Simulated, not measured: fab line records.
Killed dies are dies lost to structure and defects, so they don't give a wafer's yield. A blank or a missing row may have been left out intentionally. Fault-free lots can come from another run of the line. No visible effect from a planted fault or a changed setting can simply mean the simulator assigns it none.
2 desks, one fault ; flow n5_finfet ; each desk holds nothing but its own numbers, with what lay behind them at the end

== METROLOGY DESK ==
What the gauges read for every lot (on any tool): the sampled wafers with a number, averaged. A lot is out of limits, marked OUT, if its mean lies more than 4 standard deviations from the usual mean; the brackets give that distance. Shown here are 7 of its 10 readings, the ones lying furthest out on some lot.
Columns: A = IOFF_N at N5_BEOL_M4_RC_MEAS_101, usual 0.17 nA/um; B = IOFF_P at N5_BEOL_M4_RC_MEAS_101, usual 0.23 nA/um; C = ION_N at N5_BEOL_M4_RC_MEAS_101, usual 681 uA/um; D = ION_P at N5_BEOL_M4_RC_MEAS_101, usual 467 uA/um; E = SS_P at N5_BEOL_M4_RC_MEAS_101, usual 73.4 mV/dec; F = VT_N at N5_BEOL_M4_RC_MEAS_101, usual 249 mV; G = VT_P at N5_BEOL_M4_RC_MEAS_101, usual -249 mV
lot;first seen here;A;B;C;D;E;F;G
L564;day 8 19:08;0.17;0.23;678;464;72.8;250;-248
L568;day 9 21:34;0.20;0.25;694;472;73.7;244;-247
L567;day 9 23:52;0.18;0.21;685;464;73.5;250;-253
L569;day 10 04:15;0.20;0.25;686;466;73.7;247;-248
L573;day 11 04:32;0.14;0.23;676;468;73.4;251;-246
L574;day 11 07:30;0.16;0.22;679;463;73.3;250;-250
L576;day 11 21:41;0.16;0.20;686;465;73.2;251;-253
L582;day 13 04:14;0.25;0.32;704;486;74.3;242;-243
L584;day 13 12:21;0.16;0.20;674;460;72.9;249;-249
This desk found nothing out of limits on any of the 9 lots.

== DESK OF THE TOOL OWNER: rie_diel-01 ==
The tool's own readings at N5_MOL_CONTACT_COAG_STRIP_96 (strips in N2/H2): means of the sampled wafers that have a number, for each lot that ran on this tool. A lot is out of limits, marked OUT, if its mean lies more than 4 standard deviations from the usual mean; the brackets give that distance.
Columns: A = drypump_motor_current_A at N5_MOL_CONTACT_COAG_STRIP_96, usual 5.7 A; B = oes_product_au at N5_MOL_CONTACT_COAG_STRIP_96, usual 0.80 a.u.; C = power_w at N5_MOL_CONTACT_COAG_STRIP_96, usual 500.0 W; D = rf_vpp_V at N5_MOL_CONTACT_COAG_STRIP_96, usual 121.9 V; E = showerhead_plenum_p_Torr at N5_MOL_CONTACT_COAG_STRIP_96, usual 3.37 Torr; F = throttle_valve_pct at N5_MOL_CONTACT_COAG_STRIP_96, usual 18.91 %
lot;first seen here;A;B;C;D;E;F
L564;day 5 22:36;5.7;0.80;500.0;123.1;3.46;19.02
L568;day 7 01:25;5.4;0.82;501.6;121.1;3.37;18.94
L569;day 7 05:20;5.8;0.87;499.9;122.5;3.45;18.77
L573;day 8 04:10;5.7;0.85;500.6;121.9;3.45;18.90
L574;day 8 06:52;5.7;0.86;559.2 (+42) OUT;123.8;3.45;18.90
L576;day 8 18:50;5.8;0.84;559.1 (+42) OUT;121.3;3.45;18.92
This desk's verdict: out of limits on L574, L576, starting with L574 at day 8 06:52 (power_w at N5_MOL_CONTACT_COAG_STRIP_96). In limits: L564, L568, L569, L573.

== PUT TOGETHER ==
On L574, L576, at day 8 06:52, an alarm was possible from the tool owner's desk.
Metrology desk: nothing out of limits seen.
The metrology desk has L574, L576 on record, within its limits.
Every lot named ran N5_MOL_CONTACT_COAG_STRIP_96 on rie_diel-01.

== WHAT HAD BEEN PUT IN BY THE SIMULATOR ==
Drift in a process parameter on rie_diel-01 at N5_MOL_CONTACT_COAG_STRIP_96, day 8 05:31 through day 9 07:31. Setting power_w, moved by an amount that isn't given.
Struck lots among those shown: L574, L576.
Each desk's first reading out of limits, in hours after the fault started: the tool owner's desk, 1.
